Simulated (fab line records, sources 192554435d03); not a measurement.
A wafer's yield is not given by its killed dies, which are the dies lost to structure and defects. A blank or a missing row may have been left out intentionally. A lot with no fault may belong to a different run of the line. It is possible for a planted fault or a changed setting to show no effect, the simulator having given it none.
One fault seen from 2 desks / flow n5_finfet / each desk has only its own numbers; what lay behind them comes last

## METROLOGY DESK
What the gauges read for every lot (on any tool): the sampled wafers with a number, averaged. Any lot whose mean is over 4 standard deviations away from the usual mean is out of limits and marked OUT; that distance is given in the brackets. Only the readings that lie furthest out on some lot appear, 7 of the 11 it has.
Columns: A = cd_nm at N5_BEOL_M4_CD_MEAS_18, usual 17.9 nm; B = DIBL_N at N5_BEOL_M4_RC_MEAS_101, usual 37.7 mV/V; C = ION_N at N5_BEOL_M4_RC_MEAS_101, usual 681 uA/um; D = ION_P at N5_BEOL_M4_RC_MEAS_101, usual 463 uA/um; E = SS_N at N5_BEOL_M4_RC_MEAS_101, usual 71.9 mV/dec; F = SS_P at N5_BEOL_M4_RC_MEAS_101, usual 73.6 mV/dec; G = VT_P at N5_BEOL_M4_RC_MEAS_101, usual -249 mV
lot=L351; first seen here=day 10 01:56; A=18.3; B=40.5; C=694; D=476; E=72.5; F=74.0; G=-249
lot=L354; first seen here=day 10 17:50; A=17.6; B=37.3; C=673; D=457; E=71.9; F=74.1; G=-251
lot=L356; first seen here=day 10 21:28; A=18.6; B=39.4; C=674; D=457; E=72.4; F=73.9; G=-249
lot=L355; first seen here=day 11 07:14; A=17.4; B=37.8; C=692; D=470; E=72.3; F=74.6; G=-248
lot=L357; first seen here=day 11 11:40; A=18.0; B=37.6; C=685; D=463; E=72.7; F=74.1; G=-252
lot=L358; first seen here=day 11 11:46; A=18.1; B=38.9; C=672; D=459; E=72.1; F=73.9; G=-248
lot=L361; first seen here=day 12 06:55; A=18.0; B=38.3; C=680; D=459; E=72.1; F=73.4; G=-251
lot=L363; first seen here=day 13 12:16; A=18.0; B=38.0; C=685; D=470; E=71.7; F=73.7; G=-246
lot=L362; first seen here=day 13 12:17; A=17.6; B=36.7; C=675; D=460; E=71.5; F=73.3; G=-250
lot=L364; first seen here=day 13 13:26; A=18.2; B=38.7; C=682; D=472; E=71.7; F=73.9; G=-247
lot=L366; first seen here=day 13 22:57; A=17.2; B=37.7; C=678; D=461; E=72.2; F=74.0; G=-248
lot=L371; first seen here=day 15 13:01; A=17.5; B=38.0; C=684; D=466; E=72.1; F=73.4; G=-248
This desk's finding: nothing out of limits on any of the 12 lots.

## THE TOOL OWNER'S DESK: rie_diel-01
The tool's own readings at N5_BEOL_M4_ETCH_63 (etches SiARC in CF4, target depth 15.6 nm, time 26 s): means of the sampled wafers that have a number, for each lot that ran on this tool. Any lot whose mean is over 4 standard deviations away from the usual mean is out of limits and marked OUT; that distance is given in the brackets. Only the readings that lie furthest out on some lot appear, 7 of the 8 it has.
Columns: A = bias_w at N5_BEOL_M4_ETCH_63, usual 36.01 W; B = drypump_motor_current_A at N5_BEOL_M4_ETCH_63, usual 5.9 A; C = etch_rf_on_time_s at N5_BEOL_M4_ETCH_63, usual 26.0 s; D = oes_product_au at N5_BEOL_M4_ETCH_63, usual 0.67 a.u.; E = rf_vpp_V at N5_BEOL_M4_ETCH_63, usual 184.4 V; F = showerhead_plenum_p_Torr at N5_BEOL_M4_ETCH_63, usual 2.17 Torr; G = throttle_valve_pct at N5_BEOL_M4_ETCH_63, usual 15.53 %
lot=L351; first seen here=day 10 01:28; A=36.03; B=5.9; C=26.2; D=0.60; E=184.2; F=2.12; G=15.64
lot=L354; first seen here=day 10 17:17; A=36.04; B=5.9; C=26.2; D=0.62; E=183.7; F=2.12; G=15.51
lot=L358; first seen here=day 11 11:19; A=35.97; B=6.1; C=26.3; D=0.75; E=184.0; F=2.11; G=15.46
lot=L362; first seen here=day 13 11:08; A=36.04; B=6.1; C=26.7; D=0.59; E=184.2; F=2.11; G=15.53
lot=L366; first seen here=day 13 22:34; A=36.16; B=6.3; C=26.9; D=0.62; E=184.8; F=2.17; G=15.54
lot=L371; first seen here=day 15 12:38; A=35.97; B=6.2; C=26.6; D=0.65; E=183.9; F=2.14; G=15.57
This desk's finding: nothing out of limits on any of the 6 lots.

## TAKEN TOGETHER
The metrology desk saw nothing out of limits.
The desk of the tool owner found nothing out of limits.

## WHAT HAD BEEN PUT IN BY THE SIMULATOR
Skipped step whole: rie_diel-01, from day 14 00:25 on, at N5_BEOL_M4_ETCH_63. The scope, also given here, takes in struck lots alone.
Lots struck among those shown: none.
